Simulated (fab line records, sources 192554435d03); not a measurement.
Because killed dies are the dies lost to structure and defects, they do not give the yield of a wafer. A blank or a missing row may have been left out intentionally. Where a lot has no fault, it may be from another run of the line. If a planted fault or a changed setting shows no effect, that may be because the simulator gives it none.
Split-lot study -- flow n5 finfet -- 39 wafers read across 7 lots, on a route 1938 steps long

## ABOUT THE SPLIT
At N5_HKMG_FIN_ETCH_54 (etches SiARC in CF4, target depth 45.5 nm, time 75.8 s), the setting source w was moved away from the recipe's 545 W on 9 of the 39 wafers read, by -18.9% to +16.5%. All remaining wafers had this setting at the recipe value.

The reading is taken at the split's own step.

## THE READING
rf vpp V, in V, at N5_HKMG_FIN_ETCH_54 (etches SiARC in CF4, target depth 45.5 nm, time 75.8 s). Fault-free wafers of this fab line usually give 184.2 V, standard deviation 0.93 V.

wafer,"tool, chamber at the split","source w as run, W",against the recipe,"rf vpp V, V",against lot-mates on the recipe
L074.1,"rie diel-05, 2",441.9,-18.9%,197.9,+14.0
L074.2,"rie diel-05, 3",545,recipe,183.4,-
L074.3,"rie diel-05, 0",545,recipe,184.4,-
L074.4,"rie diel-05, 1",545,recipe,184.0,-
L074.5,"rie diel-05, 3",441.9,-18.9%,199.4,+15.5
L074.6,"rie diel-05, 0",441.9,-18.9%,198.1,+14.2
L076.1,"rie diel-02, 3",545,recipe,186.0,-
L076.2,"rie diel-02, 0",545,recipe,184.6,-
L076.3,"rie diel-02, 2",545,recipe,184.4,-
L076.4,"rie diel-02, 1",545,recipe,183.5,-
L076.5,"rie diel-02, 0",545,recipe,184.4,-
L076.6,"rie diel-02, 1",545,recipe,183.1,-
L079.1,"rie diel-04, 2",545,recipe,183.5,-
L079.2,"rie diel-04, 1",634.9,+16.5%,175.2,-8.8
L079.3,"rie diel-04, 0",545,recipe,184.2,-
L079.4,"rie diel-04, 3",545,recipe,184.4,-
L079.5,"rie diel-04, 0",634.9,+16.5%,174.1,-9.9
L079.6,"rie diel-04, 1",634.9,+16.5%,176.2,-7.8
L081.1,"rie diel-04, 3",545,recipe,185.4,-
L081.3,"rie diel-04, 1",545,recipe,183.8,-
L081.5,"rie diel-04, 1",545,recipe,184.7,-
L082.1,"rie diel-05, 3",545,recipe,184.4,-
L082.2,"rie diel-05, 2",545,recipe,182.7,-
L082.3,"rie diel-05, 0",545,recipe,183.1,-
L082.4,"rie diel-05, 1",545,recipe,184.3,-
L082.5,"rie diel-05, 0",545,recipe,184.2,-
L082.6,"rie diel-05, 3",545,recipe,184.8,-
L083.1,"rie diel-05, 2",545,recipe,184.2,-
L083.2,"rie diel-05, 0",571.7,+4.9%,180.4,-2.8
L083.3,"rie diel-05, 1",545,recipe,183.9,-
L083.4,"rie diel-05, 3",571.7,+4.9%,182.7,-0.5
L083.5,"rie diel-05, 2",571.7,+4.9%,181.7,-1.5
L083.6,"rie diel-05, 1",545,recipe,181.5,-
L096.1,"rie diel-02, 0",545,recipe,183.5,-
L096.2,"rie diel-02, 3",545,recipe,185.2,-
L096.3,"rie diel-02, 2",545,recipe,185.3,-
L096.4,"rie diel-02, 1",545,recipe,184.2,-
L096.5,"rie diel-02, 3",545,recipe,186.2,-
L096.6,"rie diel-02, 2",545,recipe,183.4,-

FIT RESULTS
A straight line over all 39 wafers: rf vpp V changes by -0.661 V for each +1% of source w; r = -0.97; the points scatter about the line by 1.2 V.
The same after taking each lot's own level away (the mean of its wafers on the recipe; 39 wafers): -0.658 V for each +1%; r = -0.97; scatter 1.2 V.
On that fit, the largest move of source w shifts the reading by 12 V.
The span of the lots' own levels, 183.20 to 184.63 V, comes to 1.5 times the standard deviation stated above.
Hence the lot-to-lot level has little effect on the slope; both slopes agree.
Check: for one of the wafers moved furthest among these (-18.9%), held out of the fit, the line's prediction against its lot-mates is +12.6 V. Against them it came out at +14 V.
Tool readings at the split's step, against how far the setting was moved: etch rf on time s r = -0.97; rf vpp V r = -0.97.

## OTHER SPLITS APPLIED TO THESE WAFERS
Other splits were also applied to these wafers ahead of the reading. Each is held against what the fit with the lots' levels taken away leaves over:
other split on the same wafers,wafers away from the commonest value,r with rf vpp V (lot level and that fit taken away)
N5_DUMMY_GATE_ETCH_37 source w,12,+0.17
N5_DUMMY_GATE_ETCH_31 target depth a,12,-0.01

## THE WHOLE CHAIN: every reading that the file lists as answering this split, in the file's order
step,what it does,reading,change (the file's fit),r (the file's)
N5_HKMG_FIN_ETCH_54,"etches SiARC in CF4, target depth 45.5 nm, time 75.8 s",etch rf on time s,withheld for each +1% of the setting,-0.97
N5_HKMG_FIN_ETCH_54,"etches SiARC in CF4, target depth 45.5 nm, time 75.8 s",rf vpp V,-0.656 V for each +1% of the setting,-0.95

## THE FILE'S OWN FIT
rf vpp V changes by -0.656 V for each +1% of source w, r = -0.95.
